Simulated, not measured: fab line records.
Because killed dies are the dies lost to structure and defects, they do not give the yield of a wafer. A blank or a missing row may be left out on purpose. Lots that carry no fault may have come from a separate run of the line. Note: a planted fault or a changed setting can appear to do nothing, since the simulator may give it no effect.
Struck lot and sound lot, side by side / flow n5_finfet / 18 out of 1938 route steps
Sound: these wafers, L972.1, L972.3, L972.4. Wafers struck: L975.1, L975.5, L975.6. Last of all comes the cause.
At each step with rows: each side's tool, then ch and its chambers, then its first start. Under that, the readings that differ: sound wafers / struck wafers / difference of the means / sigmas: that difference in standard deviations of wafers without a fault.
alike: readings with means less than 2 such deviations apart, plus words and numbers identical on both sides. not compared: withheld readings, readings lacking a value on some wafer, bounds such as >300 that could conceal the same value, and numbers that have no deviation in the record and whose values overlap.
A row with sigmas, a row that says differs or no value, or rows on one side alone: a step with any of these is where the two part. When numbers do not overlap yet have no deviation, they are printed without sigmas and do not part them. A reading missing from all wafers of one side parts the sides only when that side holds two or more wafers.

N5_BEOL_M3_INSPECT_30: inspects for defects (brightfield).
  sound on defect_inspect-02 at day 7 13:59; struck on defect_inspect-02 at day 8 14:36
  alike: raw_defect_count
then, 3 steps without rows for these wafers: N5_BEOL_M3_DESCUM_33 (chemistry O2, time 7 s); N5_BEOL_M3_ETCH_77 (etches underlayer in N2/H2, target depth 6.5 nm, time 5.2 s); N5_BEOL_M3_ETCH_69 (etches SiARC in CF4, target depth 15.6 nm, time 26 s).
N5_BEOL_M3_ALD_98: deposits SiO2, target thk 2.5 nm, pulse time 1 s, co reactant pulse time 1 s.
  sound on ald_sin-04 ch 0,1,2, day 7 14:33; struck on ald_sin-04 ch 1,2, day 8 16:14
  alike: heater_power_w, precursor_pulse_height_rel, susceptor_temp_C
N5_BEOL_M3_ETCHBACK_99: etches SiO2 in CHF3, target depth 5 nm, time 10.4 s.
  sound on rie_diel-05 ch 1,2,3, day 7 22:50; struck on rie_diel-02 ch 1,2, day 8 17:37
  alike: drypump_motor_current_A, oes_product_au, rf_vpp_V, showerhead_plenum_p_Torr, throttle_valve_pct
  not compared: rf_hours_counter_h
then, 3 steps without rows for these wafers: N5_BEOL_M3_ETCH_70 (etches SOC in N2/H2, target depth 80 nm, overetch 16 nm, time 120 s); N5_BEOL_M3_STRIP_71 (strips in N2/H2); N5_BEOL_M3_STRIP_78 (strips in N2/H2).
N5_BEOL_M3_VIA_ETCH_34: etches the open film in C4F6/O2, target depth 69.4 nm, time 65.9 s.
  sound on rie_diel-05 ch 1,2,3, day 7 22:58; struck on rie_diel-02 ch 1,2, day 8 17:44
  alike: C4F6_flow_sccm, drypump_motor_current_A, oes_f_703_au, oes_product_au, rf_fwd_power_W, rf_vpp_V, showerhead_plenum_p_Torr, throttle_valve_pct
  not compared: rf_hours_counter_h
then, 1 step without rows for these wafers: N5_BEOL_M3_STRIP_83 (strips in C4F6/O2).
N5_BEOL_M3_STRIP_36: strips in N2/H2.
  sound on rie_diel-05 ch 1,2,3, day 7 23:02; struck on rie_diel-02 ch 1,2, day 8 17:49
  alike: drypump_motor_current_A, n2_flow_sccm, oes_product_au, rf_vpp_V, showerhead_plenum_p_Torr, throttle_valve_pct
  not compared: rf_hours_counter_h
N5_BEOL_M3_TRENCH_ETCH_37: etches SiOC in C4F6/O2, target depth 55.555 nm, time 29.2 s.
  sound on rie_diel-05 ch 1,2,3, day 7 23:04; struck on rie_diel-02 ch 1,2, day 8 17:51
reading=oes_f_703_au (a.u.); sound=0.70 0.74 0.80; struck=0.98 0.98 0.94; difference=+0.22; sigmas=+3
reading=rf_fwd_power_W (W); sound=343.9 353.7 348.6; struck=434.3 436.1 438.4; difference=+87.5; sigmas=+38
reading=rf_vpp_V (V); sound=645 651 658; struck=599 599 599; difference=-52; sigmas=-6
reading=model.etch.depth_nm (nm); sound=53.58 53.94 55.49; struck=60.04 59.77 59.88; difference=+5.56; sigmas=
reading=model.BEOL_M3.feature_depth_nm (nm); sound=53.6 54 55.4; struck=60 59.8 59.8; difference=+6; sigmas=
  alike: C4F6_flow_sccm, drypump_motor_current_A, oes_product_au, showerhead_plenum_p_Torr, throttle_valve_pct
  not compared: rf_hours_counter_h
then, 1 step without rows for these wafers: N5_BEOL_M3_ETCH_41 (etches SiCN in CH3F/O2, target depth 29.9 nm, time 52.5 s).
N5_BEOL_M3_STRIP_97: strips in N2/H2, time 10 s.
  sound: rie_diel-05 ch 1,2,3; struck: rie_diel-02 ch 1,2
  alike: drypump_motor_current_A, n2_flow_sccm, oes_product_au, rf_vpp_V, showerhead_plenum_p_Torr, throttle_valve_pct
  not compared: rf_hours_counter_h
N5_BEOL_M3_OCD_MEAS_38:
  sound on ocd-02 at day 7 23:13; struck on ocd-02 at day 8 18:00
reading=trench_depth_nm (nm); sound=53.4 53.9 55.5; struck=60.7 60.0 60.0; difference=+6.0; sigmas=+6
then, 1 step without rows for these wafers: N5_BEOL_M3_HM_STRIP_39 (strips TiN in peroxide tin strip, target depth 25 nm, time 158 s).
N5_BEOL_M4_RC_MEAS_101:
  sound on prober-01 ch 0, day 8 13:20; struck on prober-01 ch 0, day 9 10:08
reading=IOFF_N (nA/um); sound=0.13 0.11 0.12; struck=0.19 0.23 0.15; difference=+0.07; sigmas=+2
reading=IOFF_P (nA/um); sound=0.16 0.14 0.15; struck=0.25 0.30 0.20; difference=+0.10; sigmas=+3
reading=ION_N (uA/um); sound=664 660 666; struck=701 704 672; difference=+29; sigmas=+3
reading=ION_P (uA/um); sound=456 451 454; struck=478 477 461; difference=+18; sigmas=+2
reading=VT_N (mV); sound=253 255 254; struck=244 241 248; difference=-10; sigmas=-3
reading=VT_P (mV); sound=-254 -257 -254; struck=-247 -246 -252; difference=+7; sigmas=+2
  alike: DIBL_N, DIBL_P, SS_N, SS_P

## WHERE THEY PART
Earliest at N5_BEOL_M3_TRENCH_ETCH_37; latest, in this record, at N5_BEOL_M4_RC_MEAS_101.

WHY: what the simulator had put in
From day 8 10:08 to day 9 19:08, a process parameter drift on rie_diel-02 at N5_BEOL_M3_TRENCH_ETCH_37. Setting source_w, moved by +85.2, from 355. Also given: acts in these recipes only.
